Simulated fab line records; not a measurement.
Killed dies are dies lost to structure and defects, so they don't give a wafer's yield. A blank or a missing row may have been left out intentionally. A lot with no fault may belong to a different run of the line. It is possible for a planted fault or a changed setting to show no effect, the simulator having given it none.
Comparing a struck lot with a sound one | flow nand-harc | 40 steps out of a route of 1302
Sound: wafers L183.1, L183.2, L183.4. Struck: wafers L193.1, L193.4, L193.6. The cause is given at the end.
Each step with rows lists, per side, the tool, then ch with its chambers, then its first start. Under that, the readings that differ: sound wafers | struck wafers | difference of the means | sigmas: that difference in standard deviations of wafers without a fault.
alike: readings whose means differ by less than 2 such deviations, and words and numbers that are the same on both sides. not compared: withheld readings, readings that some wafer has no value for, bounds like >300 that may hide the same value, and numbers for which the record gives no deviation and whose values overlap.
The two part at a step that has a row with sigmas, a row that says differs or no value, or rows on one side only. Numbers that don't overlap but have no deviation are shown without sigmas and don't part them. Lack of a reading on every wafer of one side parts them only where that side has two or more wafers.

first, 8 steps without rows for these wafers: NHARC_A_STAIRCASE_HMDS_261 (time 30 s); NHARC_A_STAIRCASE_COAT_262; NHARC_A_STAIRCASE_SOFTBAKE_263 (time 170 s); NHARC_A_STAIRCASE_EBR_264; NHARC_A_STAIRCASE_EXPOSE_265 (exposes mask CHOP 200); NHARC_A_STAIRCASE_PEB_266 (peb time 130 s); NHARC_A_STAIRCASE_DEVELOP_267 (time 140 s); NHARC_A_STAIRCASE_HARDBAKE_269 (time 140 s).
NHARC_A_STAIRCASE_DESCUM_270: chemistry O2, time 3 s.
  sound on rie-diel-08 ch 1,2,3, day 19 15:49; struck on rie-diel-07 ch 1,2,3, day 23 20:44
  reading                | sound                | struck               | difference | sigmas
  throttle-valve-pct (%) | 11.299 11.304 11.287 | 11.314 11.307 11.327 | +0.019     | +2
  alike: drypump-motor-current-A, oes-product-au, rf-vpp-V, showerhead-plenum-p-Torr
  not compared: rf-hours-counter-h
then, 1 step without rows for these wafers: NHARC_A_STAIRCASE_ETCH_271 (etches the open film in CF4/CHF3).
NHARC_A_STAIRCASE_HM_OPEN_457: chemistry O2/COS.
  sound on rie-diel-08 ch 0,1,3; struck on rie-diel-07 ch 0,1
  alike: drypump-motor-current-A, oes-product-au, rf-fwd-power-W, rf-vpp-V, showerhead-plenum-p-Torr, throttle-valve-pct
  not compared: rf-hours-counter-h
NHARC_A_STAIRCASE_STRIP_458: strips in O2/COS.
  sound on rie-diel-08 ch 0,1,2, day 19 16:18; struck on rie-diel-07 ch 0,2, day 23 21:31
then, 18 steps without rows for these wafers: NHARC_A_STAIRCASE_ETCH_451 (etches the open film in CF4/O2, target depth 30 nm, overetch 3 nm, time 16.5 s); NHARC_A_STAIRCASE_ETCH_273 (etches the open film in C4F8/O2/Ar, target depth 10200 nm, time 2468.6 s); NHARC_A_STAIRCASE_STRIP_274 (strips in O2); NHARC_A_STAIRCASE_STRIP_275 (strips in SPM, time 900 s); NHARC_A_STAIRCASE_PRECLEAN_276 (cleans in SC1); NHARC_A_STAIRCASE_SRD_277; NHARC_A_STAIRCASE_HM_DEP_459 (deposits aC, target thk 1500 nm); NHARC_A_STAIRCASE_DEP_280 (deposits SiON, target thk 30 nm); NHARC_A_STAIRCASE_DEHYDRATE_281 (time 120 s); NHARC_A_STAIRCASE_HMDS_282 (time 30 s); NHARC_A_STAIRCASE_COAT_283; NHARC_A_STAIRCASE_SOFTBAKE_284 (time 170 s); NHARC_A_STAIRCASE_EBR_285; NHARC_A_STAIRCASE_EXPOSE_286 (exposes mask CHOP 100); NHARC_A_STAIRCASE_PEB_287 (peb time 130 s); NHARC_A_STAIRCASE_DEVELOP_288 (time 140 s); NHARC_A_STAIRCASE_HARDBAKE_290 (time 140 s); NHARC_A_STAIRCASE_DESCUM_291 (chemistry O2, time 3 s).
NHARC_A_STAIRCASE_ETCH_292: etches the open film in CF4/CHF3.
  sound on rie-diel-08 ch 1,2,3, day 19 21:41; struck on rie-diel-08 ch 1,2,3, day 24 03:47
  alike: drypump-motor-current-A, oes-product-au, rf-fwd-power-W, rf-vpp-V, showerhead-plenum-p-Torr, throttle-valve-pct
  not compared: rf-hours-counter-h
then, 3 steps without rows for these wafers: NHARC_A_STAIRCASE_HM_OPEN_460 (chemistry O2/COS); NHARC_A_STAIRCASE_STRIP_461 (strips in O2/COS); NHARC_A_STAIRCASE_ETCH_452 (etches the open film in CF4/O2, target depth 30 nm, overetch 3 nm, time 16.5 s).
NHARC_A_STAIRCASE_ETCH_294: etches the open film in C4F8/O2/Ar, target depth 4989 nm, time 1211.6 s.
  sound on rie-diel-08 ch 1,2,3; struck on rie-diel-08 ch 1,2,3
  alike: oes-product-au, rf-fwd-power-W, rf-vpp-V
  not compared: rf-hours-counter-h
NHARC_A_STAIRCASE_STRIP_295: strips in O2.
  sound on rie-diel-08 ch 0,1,3; struck on rie-diel-08 ch 0,1,2
  alike: drypump-motor-current-A, oes-product-au, rf-vpp-V, showerhead-plenum-p-Torr, throttle-valve-pct
  not compared: rf-hours-counter-h
then, 3 steps without rows for these wafers: NHARC_A_STAIRCASE_STRIP_296 (strips in SPM, time 900 s); NHARC_A_STAIRCASE_PRECLEAN_297 (cleans in SC1); NHARC_A_STAIRCASE_SRD_298.
-- jump in the record: it breaks off in module A_STAIRCASE and resumes in module END (first step shown: number 1302 of the route), and 8 days separate the struck wafers' starts before and after --
NHARC_END_SORT_01:
  at this point the record logs the struck wafers (prober-02 ch 0, day 31 17:10) and has no rows for the sound ones

== WHERE THEY PART ==
Last at NHARC_END_SORT_01 as far as this record goes, first at NHARC_A_STAIRCASE_DESCUM_270.

WHY: the cause the simulator had injected
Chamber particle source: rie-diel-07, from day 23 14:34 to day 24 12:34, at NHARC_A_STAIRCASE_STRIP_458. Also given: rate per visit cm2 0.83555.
